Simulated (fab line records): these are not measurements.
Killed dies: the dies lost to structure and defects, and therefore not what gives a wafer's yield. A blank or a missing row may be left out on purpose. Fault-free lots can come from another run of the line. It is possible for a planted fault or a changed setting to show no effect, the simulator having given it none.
fab line records + flow nandHarc
record:
- lots: 6
- wafers: 18
- lastDay: 31
route steps=1302 shown A_M0@1150 END@1302
lots with no fault: from the same line, run without faults
startH: start of the lot's first displayed wafer, in hours after the record's first day + waitH: how many hours have passed since the lot's step before this one + " the same as in the row above + L1.1+2: a row that stands for several wafers + - no value, or no start given + * or withheld: withheld + < > ~ a bound
route shown NAME@n: names a module that has steps shown in the file, with the first one's number in the route + usual: the fault-free wafers' mean and standard deviation + same: alike in all rows + chamber/n: place in a boat + sites: the reading at each site + _std_site: the values' standard deviation + _edge_site: mean of outer sites minus mean of inner sites + radiusMm: how far each site lies from the wafer's centre + mask NAME#n: copy n + behind: the last tool/chamber to shape the wafer + hold: the reason the lot was held/the length of the hold in hours/how it ended + device: the n, p or np transistor that did not switch + end of line: at the end of the route, the tests of the same wafers + a step with no rows: only its recipe + killed: dies that structure and defects cost at the first sort, which is not the same as the wafer's yield + map: the dies of a wafer, with x for killed, . for not killed, _ for no die there
set.NAME: the setting that was run; set.NAME@STEP: the one run at that earlier step + model.NAME: the simulator's own value behind a step, which no gauge read
lots at some steps of the route; a table a step, a row a wafer
services: from which hour (startH, from the record's first day; less than 0 if before it) a tool's chamber was out of use, for how many hours, and why
== steps ==
step: NHARC_A_M0_DESCUM_14
recipe:
- timeS: 3
- o2FlowSccm: 200
- arFlowSccm: 0
- biasPowerW: 0
- chemistry: O2
usual:
- chamberPressureMTorr: 60.01/0.057
- drypumpMotorCurrentA: 5.5/0.51
- oesProductAu: 1.003/0.0097
- rfVppV: 57.9/0.95
- showerheadPlenumPTorr: 1.92/0.083
- throttleValvePct: 11.310/0.0088
| lot.wafer | tool       | chamber | startH | waitH | chamberPressureMTorr | drypumpMotorCurrentA | oesProductAu | rfHoursCounterH | rfVppV | showerheadPlenumPTorr | throttleValvePct |
|-----------|------------|---------|--------|-------|----------------------|----------------------|--------------|-----------------|--------|-----------------------|------------------|
| L555.3    | rieDiel-10 | 1       | 525.78 | 0.1   | 59.96                | 5.4                  | 1.003        | 6.9             | 55.7   | 1.80                  | 11.303           |
| L555.5    | "          | 0       | "      | "     | 60.04                | 6.7                  | 1.033        | -               | 58.4   | 1.89                  | 11.309           |
| L555.6    | "          | 1       | "      | "     | 60.02                | 5.5                  | 1.003        | -               | 57.3   | 1.80                  | 11.303           |
| L558.3    | rieDiel-09 | 0       | 545.76 | 0.1   | 60.08                | 5.5                  | 1.005        | -               | 58.0   | 1.82                  | 11.306           |
| L558.5    | "          | 0       | "      | "     | 59.93                | 5.5                  | 1.008        | -               | 56.9   | 1.82                  | 11.306           |
| L558.6    | "          | 3       | "      | "     | 60.04                | 4.9                  | 1.011        | -               | 59.8   | 1.99                  | 11.302           |
| L567.2    | rieDiel-08 | 0       | 652.92 | 0.1   | 60.09                | 5.0                  | 0.998        | 5.9             | 58.7   | 1.85                  | 11.299           |
| L567.6    | "          | 3       | "      | "     | 60.07                | 5.3                  | 0.999        | -               | 58.8   | 1.94                  | 11.308           |
| L567.5    | "          | 0       | "      | "     | 59.88                | 5.0                  | 0.995        | -               | 57.2   | 1.85                  | 11.316           |
| L570.3    | rieDiel-08 | 0       | 654.31 | 0.1   | 60.05                | 5.0                  | 1.000        | 6.0             | 57.9   | 1.85                  | 11.296           |
| L570.6    | "          | 3       | "      | "     | 59.92                | 5.3                  | 1.004        | -               | 57.5   | 1.94                  | 11.311           |
| L570.5    | "          | 0       | "      | "     | 59.94                | 5.0                  | 0.993        | -               | 57.2   | 1.85                  | 11.305           |
| L571.2    | rieDiel-10 | 1       | 680.63 | 0.1   | 60.02                | 5.4                  | 0.999        | 2.5             | 57.6   | 1.80                  | 11.320           |
| L571.5    | "          | 2       | "      | "     | 59.87                | 5.0                  | 0.996        | -               | 57.6   | 2.04                  | 11.299           |
| L571.6    | "          | 3       | "      | "     | 60.04                | 5.2                  | 1.014        | -               | 59.0   | 2.04                  | 11.301           |
| L575.2    | rieDiel-09 | 2       | 708.57 | 0.1   | 59.89                | 5.3                  | 1.019        | 1.6             | 57.8   | 2.01                  | 11.318           |
| L575.6    | "          | 3       | "      | "     | 60.08                | 4.9                  | 0.995        | -               | 57.9   | 1.99                  | 11.307           |
| L575.5    | "          | 0       | "      | "     | 60.03                | 5.5                  | 1.012        | -               | 57.6   | 1.82                  | 11.309           |
step: NHARC_A_M0_ETCH_34
recipe:
- targetDepthA: 400
- overetchA: 120
- timeS: 43.94
- ionEnergyEv: 200
- n2FlowSccm: 150
- h2FlowSccm: 150
- arFlowSccm: 0
- rfW: 400
- biasW: 150
- chemistry: N2/H2
usual:
- chamberPressureMTorr: 29.997/0.026
- drypumpMotorCurrentA: 5.5/0.49
- oesProductAu: 1.003/0.0086
- rfVppV: 430.9/2.7
- showerheadPlenumPTorr: 2.05/0.092
- throttleValvePct: 14.171/0.0093
| lot.wafer | tool       | chamber | startH | waitH | chamberPressureMTorr | drypumpMotorCurrentA | oesProductAu | rfHoursCounterH | rfVppV | showerheadPlenumPTorr | throttleValvePct |
|-----------|------------|---------|--------|-------|----------------------|----------------------|--------------|-----------------|--------|-----------------------|------------------|
| L555.3    | rieDiel-10 | 2       | 525.86 | 0.1   | 30.030               | 5.0                  | 0.999        | 7.1             | 434.1  | 2.18                  | 14.172           |
| L555.6    | "          | 1       | "      | "     | 29.992               | 5.4                  | 1.000        | -               | 426.7  | 1.91                  | 14.164           |
| L555.5    | "          | 2       | "      | "     | 29.977               | 5.0                  | 1.006        | -               | 433.8  | 2.18                  | 14.175           |
| L558.3    | rieDiel-09 | 3       | 545.90 | 0.1   | 30.047               | 4.9                  | 1.006        | -               | 433.6  | 2.12                  | 14.159           |
| L558.5    | "          | 0       | "      | "     | 30.020               | 5.5                  | 0.993        | -               | 428.6  | 1.94                  | 14.170           |
| L558.6    | "          | 3       | "      | "     | 29.990               | 4.9                  | 1.005        | -               | 432.1  | 2.12                  | 14.166           |
| L567.2    | rieDiel-08 | 0       | 653.01 | 0.1   | 30.027               | 5.1                  | 1.001        | 5.9             | 428.0  | 1.97                  | 14.158           |
| L567.5    | "          | 0       | "      | "     | 29.980               | 5.1                  | 0.993        | -               | 429.3  | 1.97                  | 14.174           |
| L567.6    | "          | 1       | "      | "     | 29.998               | 6.1                  | 0.989        | -               | 430.8  | 2.06                  | 14.179           |
| L570.3    | rieDiel-08 | 3       | 654.40 | 0.1   | 29.986               | 5.3                  | 0.988        | 7.3             | 430.8  | 2.07                  | 14.170           |
| L570.6    | "          | 3       | "      | "     | 30.007               | 5.3                  | 1.003        | -               | 430.2  | 2.07                  | 14.155           |
| L570.5    | "          | 0       | "      | "     | 30.029               | 5.1                  | 0.994        | -               | 428.3  | 1.97                  | 14.170           |
| L571.2    | rieDiel-10 | 2       | 680.75 | 0.1   | 29.976               | 5.0                  | 1.017        | 2.8             | 434.7  | 2.18                  | 14.166           |
| L571.6    | "          | 0       | "      | "     | 30.003               | 6.6                  | 1.011        | -               | 430.1  | 2.01                  | 14.158           |
| L571.5    | "          | 1       | "      | "     | 30.039               | 5.4                  | 1.005        | -               | 427.4  | 1.91                  | 14.145           |
| L575.2    | rieDiel-09 | 1       | 708.63 | 0.1   | 30.030               | 5.6                  | 1.014        | 1.6             | 430.3  | 2.00                  | 14.172           |
| L575.6    | "          | 0       | "      | "     | 30.009               | 5.5                  | 1.011        | -               | 428.1  | 1.94                  | 14.179           |
| L575.5    | "          | 1       | "      | "     | 29.958               | 5.7                  | 1.019        | -               | 430.3  | 2.00                  | 14.180           |
step: NHARC_A_M0_ETCH_15
recipe:
- targetDepthA: 1500
- overetchA: 150
- timeS: 82.5
- c4f8FlowSccm: withheld
- arFlowSccm: 400
- rfW: 600
- biasW: 300
- chemistry: C4F8/Ar
step: NHARC_A_M0_CD_MEAS_16
usual:
- cdNm: 80.5/0.89
| lot.wafer | tool     | chamber | startH | waitH | cdNm |
|-----------|----------|---------|--------|-------|------|
| L555.3    | cdSem-02 | -       | 526.07 | -     | 81.7 |
| L555.5    | "        | -       | "      | "     | 80.8 |
| L555.6    | "        | -       | "      | "     | 82.3 |
| L558.3    | cdSem-02 | -       | 546.16 | 0.1   | 80.8 |
| L558.5    | "        | -       | "      | "     | 80.5 |
| L558.6    | "        | -       | "      | "     | 79.5 |
| L567.2    | cdSem-02 | -       | 653.25 | -     | 79.2 |
| L567.5    | "        | -       | "      | "     | 79.9 |
| L567.6    | "        | -       | "      | "     | 80.8 |
| L570.3    | cdSem-02 | -       | 654.66 | -     | 80.7 |
| L570.5    | "        | -       | "      | "     | 80.0 |
| L570.6    | "        | -       | "      | "     | 80.9 |
| L571.2    | cdSem-01 | -       | 680.96 | -     | 80.4 |
| L571.5    | "        | -       | "      | "     | 80.6 |
| L571.6    | "        | -       | "      | "     | 80.0 |
| L575.2    | cdSem-01 | -       | 708.85 | -     | 80.8 |
| L575.5    | "        | -       | "      | "     | 81.3 |
| L575.6    | "        | -       | "      | "     | 80.9 |
step: NHARC_A_M0_STRIP_18
recipe:
- powerW: 1000
- n2FlowSccm: 150
- h2FlowSccm: 150
- arFlowSccm: 0
- biasW: 0
- chemistry: N2/H2
usual:
- chamberPressureMTorr: 29.997/0.025
- drypumpMotorCurrentA: 5.5/0.5
- oesProductAu: 1.003/0.01
- rfVppV: 90.7/1
- showerheadPlenumPTorr: 2.06/0.094
- throttleValvePct: 14.172/0.0095
| lot.wafer | tool       | chamber | startH | waitH | chamberPressureMTorr | drypumpMotorCurrentA | oesProductAu | rfHoursCounterH | rfVppV | showerheadPlenumPTorr | throttleValvePct |
|-----------|------------|---------|--------|-------|----------------------|----------------------|--------------|-----------------|--------|-----------------------|------------------|
| L555.3    | rieDiel-09 | 0       | 526.22 | 0.1   | 29.974               | 5.5                  | 1.003        | 0.7             | 89.2   | 1.94                  | 14.163           |
| L555.5    | "          | 1       | "      | "     | 29.978               | 5.7                  | 1.011        | -               | 90.8   | 2.00                  | 14.151           |
| L555.6    | "          | 2       | "      | "     | 30.004               | 5.3                  | 1.019        | -               | 90.2   | 2.15                  | 14.166           |
| L558.3    | rieDiel-09 | 0       | 546.33 | 0.2   | 30.028               | 5.5                  | 1.000        | -               | 89.7   | 1.94                  | 14.172           |
| L558.6    | "          | 0       | "      | "     | 29.989               | 5.5                  | 0.994        | -               | 90.1   | 1.94                  | 14.176           |
| L558.5    | "          | 3       | "      | "     | 29.990               | 4.9                  | 0.998        | -               | 91.1   | 2.12                  | 14.170           |
| L567.2    | rieDiel-10 | 0       | 653.40 | 0.1   | 29.982               | 6.6                  | 1.002        | 2.8             | 89.4   | 2.01                  | 14.174           |
| L567.5    | "          | 1       | "      | "     | 29.957               | 5.4                  | 1.001        | -               | 88.8   | 1.91                  | 14.181           |
| L567.6    | "          | 2       | "      | "     | 30.042               | 5.0                  | 1.009        | -               | 90.1   | 2.18                  | 14.190           |
| L570.3    | rieDiel-10 | 0       | 654.73 | 0.1   | 29.971               | 6.6                  | 0.997        | 2.9             | 91.8   | 2.01                  | 14.167           |
| L570.5    | "          | 0       | "      | "     | 30.032               | 6.6                  | 0.990        | -               | 91.0   | 2.01                  | 14.155           |
| L570.6    | "          | 1       | "      | "     | 29.964               | 5.4                  | 1.008        | -               | 90.4   | 1.91                  | 14.177           |
| L571.2    | rieDiel-08 | 2       | 681.11 | 0.1   | 30.028               | 5.7                  | 1.007        | 9.6             | 90.7   | 2.13                  | 14.169           |
| L571.5    | "          | 3       | "      | "     | 29.988               | 5.3                  | 1.001        | -               | 90.8   | 2.07                  | 14.158           |
| L571.6    | "          | 0       | "      | "     | 30.000               | 5.1                  | 1.002        | -               | 88.5   | 1.97                  | 14.171           |
| L575.2    | rieDiel-10 | 3       | 708.99 | 0.1   | 30.024               | 5.1                  | 1.006        | 5.0             | 91.6   | 2.18                  | 14.189           |
| L575.5    | "          | 0       | "      | "     | 29.968               | 6.7                  | 1.013        | -               | 89.8   | 2.01                  | 14.165           |
| L575.6    | "          | 1       | "      | "     | 29.955               | 5.5                  | 0.991        | -               | 90.9   | 1.91                  | 14.157           |
step: NHARC_A_M0_STRIP_19
recipe:
- timeS: 600
- tempC: 30
- chemistry: postEtchResidueRemover
step: NHARC_A_M0_DEGAS_28
recipe:
- tempC: 250
- timeS: 60
step: NHARC_A_M0_PRE_CLEAN_29
recipe:
- timeS: 30
- tempC: 280
- gas: H2/He
step: NHARC_A_M0_PVD_20
recipe:
- targetThkA: 50
- biasV: 168.6
- powerW: 15000
- chamberPressurePa: 0.12
- timeS: 8.06
- substrateTempC: 50
- material: TaN
usual:
- throttleValvePct: 29.8/0.85
| lot.wafer | tool          | chamber | startH | waitH | throttleValvePct |
|-----------|---------------|---------|--------|-------|------------------|
| L555.3    | pvdSputter-02 | -       | -      | -     | 31.4             |
| L555.5    | "             | -       | "      | "     | 31.6             |
| L555.6    | "             | -       | "      | "     | 30.5             |
| L558.3    | pvdSputter-01 | -       | -      | -     | 30.0             |
| L558.5    | "             | -       | "      | "     | 30.8             |
| L558.6    | "             | -       | "      | "     | 29.4             |
| L567.2    | pvdSputter-02 | -       | -      | -     | 30.0             |
| L567.6    | "             | -       | "      | "     | 29.6             |
| L567.5    | "             | -       | "      | "     | 28.7             |
| L570.3    | pvdSputter-02 | -       | -      | -     | 29.4             |
| L570.6    | "             | -       | "      | "     | 29.9             |
| L570.5    | "             | -       | "      | "     | 29.5             |
| L571.2    | pvdSputter-02 | -       | -      | -     | 29.8             |
| L571.6    | "             | -       | "      | "     | 29.5             |
| L571.5    | "             | -       | "      | "     | 29.0             |
| L575.2    | pvdSputter-01 | -       | -      | -     | 30.1             |
| L575.5    | "             | -       | "      | "     | 28.9             |
| L575.6    | "             | -       | "      | "     | 30.2             |
step: NHARC_A_M0_PVD_21
recipe:
- targetThkA: 300
- chamberPressurePa: 5
- powerW: 5000
- substrateTempC: 30
- timeS: 20.49
- material: Cu
step: NHARC_A_M0_ECD_22
recipe:
- targetThkA: 4000
- bathTempC: 25
- material: Cu
step: NHARC_A_M0_ANNEAL_30
recipe:
- tempC: 225
- timeS: 90
usual:
- annealTempCMax: 226.2/0.62
- wafer_temp_C_max: 226.1/0.35
| lot.wafer | tool         | chamber | startH | waitH | annealTempCMax | wafer_temp_C_max |
|-----------|--------------|---------|--------|-------|----------------|------------------|
| L555.3    | rtpAnneal-01 | 0       | 527.66 | -     | 226.4          | 226.0            |
| L555.5    | "            | 0       | "      | "     | 226.7          | 226.1            |
| L555.6    | "            | 0       | "      | "     | 226.3          | 225.8            |
| L558.3    | rtpAnneal-02 | 0       | 547.76 | -     | 225.6          | 226.5            |
| L558.5    | "            | 0       | "      | "     | 226.1          | 226.3            |
| L558.6    | "            | 0       | "      | "     | 225.7          | 226.5            |
| L567.2    | rtpAnneal-01 | 0       | 654.68 | 0.3   | 226.9          | 226.0            |
| L567.5    | "            | 0       | "      | "     | 227.1          | 225.8            |
| L567.6    | "            | 0       | "      | "     | 226.5          | 226.1            |
| L570.3    | rtpAnneal-01 | 0       | 656.13 | 0.3   | 226.6          | 226.2            |
| L570.5    | "            | 0       | "      | "     | 227.0          | 226.1            |
| L570.6    | "            | 0       | "      | "     | 227.2          | 225.9            |
| L571.2    | rtpAnneal-02 | 0       | 682.37 | 0.3   | 225.4          | 226.0            |
| L571.5    | "            | 0       | "      | "     | 225.8          | 226.1            |
| L571.6    | "            | 0       | "      | "     | 225.6          | 226.5            |
| L575.2    | rtpAnneal-02 | 0       | 710.31 | 0.3   | 225.8          | 226.2            |
| L575.5    | "            | 0       | "      | "     | 225.2          | 226.5            |
| L575.6    | "            | 0       | "      | "     | 225.6          | 225.8            |
step: NHARC_A_M0_CMP_23
recipe:
- tOverpolishS: 20
- targetThkNm: 113.75
usual:
- motorCurrentA: 12.2/1
- slurryFilterDpKPa: 13.50/0.14
- timeToEndpointS: 27.4/2.9
| lot.wafer | tool   | chamber | startH | waitH | motorCurrentA | slurryFilterDpKPa | timeToEndpointS |
|-----------|--------|---------|--------|-------|---------------|-------------------|-----------------|
| L555.3    | cmp-03 | 1       | 527.90 | -     | 12.5          | 13.37             | 24.2            |
| L555.5    | "      | 1       | "      | "     | 12.3          | 13.65             | 25.7            |
| L555.6    | "      | 2       | "      | "     | 13.8          | 13.60             | 27.9            |
| L558.3    | cmp-02 | 2       | 548.06 | -     | 11.4          | 13.49             | 28.1            |
| L558.5    | "      | 0       | "      | "     | 12.3          | 13.70             | 29.9            |
| L558.6    | "      | 1       | "      | "     | 11.8          | 13.87             | 32.6            |
| L567.2    | cmp-02 | 3       | 655.06 | -     | 12.4          | 13.50             | 28.3            |
| L567.5    | "      | 0       | "      | "     | 12.6          | 13.34             | 27.1            |
| L567.6    | "      | 1       | "      | "     | 11.7          | 13.41             | 17.3            |
| L570.3    | cmp-02 | 1       | 656.40 | -     | 11.9          | 13.50             | 19.0            |
| L570.6    | "      | 0       | "      | "     | 12.9          | 13.55             | 26.3            |
| L570.5    | "      | 1       | "      | "     | 11.7          | 13.44             | 18.1            |
| L571.2    | cmp-04 | 2       | 682.72 | -     | 14.0          | 13.54             | 22.9            |
| L571.6    | "      | 0       | "      | "     | 10.7          | 13.62             | 26.7            |
| L571.5    | "      | 1       | "      | "     | 11.3          | 13.50             | 27.6            |
| L575.2    | cmp-03 | 2       | 710.61 | -     | 13.8          | 13.71             | 27.2            |
| L575.5    | "      | 2       | "      | "     | 13.9          | 13.53             | 29.3            |
| L575.6    | "      | 3       | "      | "     | 12.5          | 13.71             | 30.7            |
step: NHARC_A_M0_THK_MEAS_24
recipe:
- thkMeasGauge: xrf
usual:
- thkNm: 113.5/1.6
| lot.wafer | tool         | chamber | startH | waitH | thkNm |
|-----------|--------------|---------|--------|-------|-------|
| L555.3    | filmMetro-02 | -       | 528.22 | -     | 109.7 |
| L555.5    | "            | -       | "      | "     | 113.4 |
| L555.6    | "            | -       | "      | "     | 113.3 |
| L558.3    | filmMetro-01 | -       | 548.32 | -     | 113.2 |
| L558.5    | "            | -       | "      | "     | 113.6 |
| L558.6    | "            | -       | "      | "     | 113.6 |
| L567.2    | filmMetro-02 | -       | 655.30 | -     | 115.2 |
| L567.5    | "            | -       | "      | "     | 114.9 |
| L567.6    | "            | -       | "      | "     | 110.4 |
| L570.3    | filmMetro-02 | -       | 656.69 | -     | 109.5 |
| L570.5    | "            | -       | "      | "     | 107.9 |
| L570.6    | "            | -       | "      | "     | 112.7 |
| L571.2    | filmMetro-01 | -       | 682.98 | -     | 113.8 |
| L571.5    | "            | -       | "      | "     | 112.9 |
| L571.6    | "            | -       | "      | "     | 111.8 |
| L575.2    | filmMetro-02 | -       | 710.92 | -     | 111.6 |
| L575.5    | "            | -       | "      | "     | 113.5 |
| L575.6    | "            | -       | "      | "     | 112.3 |
step: NHARC_A_M0_SRD_25
step: NHARC_END_SORT_01
recipe:
- tempC: 25
usual:
- defectLimitedYield: 91.3/2.2
- killedAtArray: 55/15
- killedAtOther: 1.0/1.2
- killedAtPeriphery: 3.4/2.2
- killedDies: 59/15
- killedOpen: 3.2/2
- killedShort: 2.5/1.7
same:
- grossDies: 677
| lot.wafer | tool      | chamber | startH | waitH | defectLimitedYield[%] | killedAtArray | killedAtOther | killedAtPeriphery | killedDies | killedOpen | killedShort |
|-----------|-----------|---------|--------|-------|-----------------------|---------------|---------------|-------------------|------------|------------|-------------|
| L558.3    | prober-01 | 0       | 586.30 | 3.1   | 95.3                  | 29            | 0             | 3                 | 32         | 4          | 0           |
| L558.5    | prober-01 | 0       | 587.90 | 3.7   | 94.8                  | 31            | 1             | 3                 | 35         | 2          | 2           |
| L558.6    | prober-01 | 0       | 588.71 | 4.0   | 92.3                  | 50            | 0             | 2                 | 52         | 0          | 4           |
| L567.2    | prober-01 | 0       | 697.02 | 2.8   | 90.4                  | 59            | 3             | 3                 | 65         | 4          | 4           |
| L567.5    | prober-01 | 0       | 699.42 | 3.7   | 90.1                  | 64            | 1             | 2                 | 67         | 8          | 1           |
| L567.6    | prober-01 | 0       | 700.22 | 4.0   | 91.4                  | 56            | 1             | 1                 | 58         | 2          | 2           |
| L570.3    | prober-02 | 0       | 698.01 | 3.1   | 92.9                  | 45            | 0             | 3                 | 48         | 7          | 3           |
| L570.5    | prober-02 | 0       | 699.64 | 3.7   | 92.2                  | 46            | 1             | 6                 | 53         | 4          | 3           |
| L570.6    | prober-02 | 0       | 700.45 | 4.1   | 91.9                  | 54            | 0             | 1                 | 55         | 5          | 1           |
| L575.2    | prober-02 | 0       | 746.98 | 2.8   | 88.3                  | 75            | 1             | 3                 | 79         | 2          | 3           |
| L575.5    | prober-02 | 0       | 749.40 | 3.7   | 90.3                  | 64            | 1             | 1                 | 66         | 4          | 0           |
| L575.6    | prober-02 | 0       | 750.21 | 4.0   | 85.8                  | 90            | 2             | 4                 | 96         | 7          | 1           |
killed by level:class
L558.3 A_CHANNEL_HOLE_D2:chamberFilmFlake=17 A_DECK1_JOINT:geometricParticle:open=2 P_M2:chamberFilmFlake=2 A_CHANNEL_HOLE_D1:chamberFilmFlake=2 A_STAIRCASE:chamberFilmFlake=2 A_CONTACT:chamberFilmFlake=2 A_CHANNEL_FILL_D1:geometricParticle:open=1 A_CHANNEL_HOLE_D2:geometricParticle:open=1
L558.5 A_CHANNEL_HOLE_D2:chamberFilmFlake=20 P_M2:chamberFilmFlake=2 A_CHANNEL_HOLE_D1:chamberFilmFlake=2 A_CONTACT:chamberFilmFlake=2 A_ONON_D1:geometricParticle:open=1 A_WL_FILL:chamberFilmFlake=1 A_DECK1_JOINT:geometricParticle:open=1 A_CHANNEL_FILL_D2:geometricParticle:short=1
L558.6 A_CHANNEL_HOLE_D2:chamberFilmFlake=40 A_CHANNEL_HOLE_D1:chamberFilmFlake=3 A_CHANNEL_FILL_D1:chamberFilmFlake=2 A_CONTACT:chamberFilmFlake=2 P_M0:geometricParticle:short=1 A_ONON_D1:geometricParticle:short=1 A_DECK1_JOINT:geometricParticle:short=1 A_ONON_D2:geometricParticle:short=1
L567.2 A_SLIT:chamberFilmFlake=35 A_CONTACT:chamberFilmFlake=6 A_CHANNEL_FILL_D2:chamberFilmFlake=3 A_STAIRCASE:chamberFilmFlake=3 THIN_TSV:chamberFilmFlake=3 A_ONON_D1:geometricParticle:short=2 P_GATE:chamberFilmFlake=2 A_ZERO_WELL:chamberFilmFlake=2
L570.3 A_CHANNEL_HOLE_D1:chamberFilmFlake=31 A_ONON_D1:geometricParticle:open=3 P_GATE:chamberFilmFlake=2 A_CHANNEL_HOLE_D2:chamberFilmFlake=2 A_STAIRCASE:chamberFilmFlake=2 P_M0:geometricParticle:short=1 A_SOURCE_PLATE:geometricParticle:open=1 A_DECK1_JOINT:geometricParticle:open=1
L567.5 A_SLIT:chamberFilmFlake=34 A_CHANNEL_FILL_D2:chamberFilmFlake=7 A_CONTACT:chamberFilmFlake=5 A_CHANNEL_HOLE_D1:chamberFilmFlake=4 A_ONON_D1:geometricParticle:open=3 A_STAIRCASE:chamberFilmFlake=3 P_GATE:geometricParticle:open=1 A_DECK1_JOINT:geometricParticle:open=1
L570.5 A_CHANNEL_HOLE_D1:chamberFilmFlake=30 A_CHANNEL_HOLE_D2:chamberFilmFlake=4 P_GATE:chamberFilmFlake=3 A_CONTACT:chamberFilmFlake=3 P_GATE:geometricParticle:open=2 A_ZERO_WELL:chamberFilmFlake=2 A_CHANNEL_FILL_D2:chamberFilmFlake=2 P_GATE:geometricParticle:short=1
L567.6 A_SLIT:chamberFilmFlake=31 A_CHANNEL_FILL_D2:chamberFilmFlake=5 A_CONTACT:chamberFilmFlake=5 A_STAIRCASE:chamberFilmFlake=4 A_CHANNEL_HOLE_D1:chamberFilmFlake=3 A_ONON_D1:geometricParticle:open=1 A_CHANNEL_FILL_D1:geometricParticle:open=1 A_CHANNEL_FILL_D1:geometricParticle:short=1
L570.6 A_CHANNEL_HOLE_D1:chamberFilmFlake=36 A_STAIRCASE:chamberFilmFlake=3 A_WL_FILL:geometricParticle:open=2 A_ZERO_WELL:chamberFilmFlake=2 A_CHANNEL_FILL_D2:chamberFilmFlake=2 A_CONTACT:chamberFilmFlake=2 A_M1:chamberFilmFlake=2 P_M1:geometricParticle:open=1
L575.2 A_CHANNEL_HOLE_D1:chamberFilmFlake=34 A_SLIT:chamberFilmFlake=33 A_CONTACT:chamberFilmFlake=4 P_M1:geometricParticle:open=1 P_M1:geometricParticle:short=1 A_SOURCE_PLATE:geometricParticle:short=1 A_CHANNEL_FILL_D1:geometricParticle:short=1 A_CHANNEL_FILL_D1:geometricParticle:open=1
L575.5 A_SLIT:chamberFilmFlake=34 A_CHANNEL_HOLE_D1:chamberFilmFlake=17 A_STAIRCASE:chamberFilmFlake=3 A_M1:chamberFilmFlake=3 A_CONTACT:chamberFilmFlake=2 P_M1:geometricParticle:open=1 A_ONON_D1:geometricParticle:open=1 A_CHANNEL_FILL_D1:geometricParticle:open=1
L575.6 A_SLIT:chamberFilmFlake=36 A_CHANNEL_HOLE_D1:chamberFilmFlake=33 A_M1:chamberFilmFlake=6 A_CONTACT:chamberFilmFlake=4 P_STI:chamberFilmFlake=2 A_DECK1_JOINT:chamberFilmFlake=2 THIN_TSV:chamberFilmFlake=2 P_M0:geometricParticle:open=1
== services ==
| tool          | chamber | startH | hours | kind   |
|---------------|---------|--------|-------|--------|
| cmp-04        | -       | 503.00 | 4.0   | pm     |
| rieDiel-08    | 3       | 516.00 | 6.1   | repair |
| rieDiel-08    | 0       | 522.54 | 6.7   | repair |
| rieDiel-09    | -       | 525.22 | 0.2   | repair |
| cmp-02        | -       | 526.50 | 4.0   | pm     |
| rieDiel-09    | -       | 529.65 | 0.7   | repair |
| rieDiel-08    | -       | 544.88 | 9.0   | pm     |
| rieDiel-09    | 2       | 545.26 | 13.2  | repair |
| cmp-03        | -       | 554.07 | 4.0   | pm     |
| cmp-02        | -       | 580.17 | 1.4   | repair |
| pvdSputter-01 | -       | 582.02 | 10.0  | pm     |
| rieDiel-10    | -       | 596.50 | 9.0   | pm     |
| rieDiel-08    | 0       | 605.00 | 1.5   | repair |
| cmp-03        | -       | 612.72 | 0.8   | repair |
| cmp-02        | -       | 624.50 | 4.0   | pm     |
| cmp-02        | -       | 632.05 | 1.3   | repair |
| pvdSputter-02 | -       | 638.01 | 10.0  | pm     |
| cmp-03        | -       | 650.23 | 5.0   | repair |
| rieDiel-08    | 2       | 651.51 | 5.8   | repair |
| cmp-03        | -       | 662.43 | 0.7   | repair |
| rieDiel-09    | -       | 674.10 | 9.0   | pm     |
| rieDiel-10    | 0       | 692.68 | 4.7   | repair |
| cmp-03        | -       | 702.68 | 0.9   | repair |
| rieDiel-10    | 1       | 709.16 | 4.5   | repair |
== key ==
firstSign:
- step: NHARC_A_M0_CMP_23
- reading: timeToEndpointS
- direction: down
- sigmas: 3.2
- usual: *
- struck: *
effect:
- step: NHARC_A_M0_THK_MEAS_24
- reading: thkNm
- direction: down
- sigmas: 2.6
- usual: 113.5
- struck: 109.3
metAt NHARC_A_M0_CMP_23
struckWafers L567.6,L570.3,L570.5
onsetBetween 548.06 655.06
fault:
- kind: processParameterDrift
- tool: cmp-02
- chamber: 1
- onsetH: 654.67
- steps: NHARC_A_M0_CMP_23
- channel: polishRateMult
- offset: 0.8
- shape: step
- endH: 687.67
